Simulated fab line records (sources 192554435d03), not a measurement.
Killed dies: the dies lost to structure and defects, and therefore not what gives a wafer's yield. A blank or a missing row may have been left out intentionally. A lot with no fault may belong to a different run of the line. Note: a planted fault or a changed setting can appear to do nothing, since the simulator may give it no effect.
Matching of chambers    flow n5-finfet    rie-diel-01 running N5_BEOL_M4_DESCUM_16: 4 sister chambers
The step chemistry O2, time 7 s. 4 wafers are shown with their chamber, then 7 later ones without.

EACH WAFER AND ITS CHAMBER
wafer   chamber  drypump-motor-current-A (A)
L079.3  2        4.9
L081.5  3        5.1
L092.4  1        6.2
L092.5  0        6.8

WAFERS WITHOUT THEIR CHAMBER
wafer   drypump-motor-current-A (A)
L092.6  5.1
L094.2  6.8
L094.4  6.2
L094.6  6.1
L095.1  4.9
L095.4  6.2
L095.5  5.1

EACH ONE'S CHAMBER
wafer   from the rows above  in truth
L092.6  3                    3
L094.2  0                    0
L094.4  1                    1
L094.6  1                    1
L095.1  2                    2
L095.4  1                    1
L095.5  3                    3
Placed correctly: 7 of 7. Number that these rows cannot place: 0. Placed wrongly: 0.
How it was worked out, from the rows above alone: a wafer's distance from a chamber is the root of the sum, over the readings, of the square of ((its reading less the chamber's mean) divided by the reading's scatter). The wafer belongs to the nearest chamber; if the next one is less than 2 further off, it can't be placed. For every chamber, the mean is computed from those of its wafers that are shown. The scatter (one wafer shown for each chamber): square how far every hidden wafer sits from the nearest shown wafer, average those squares and take the square root.
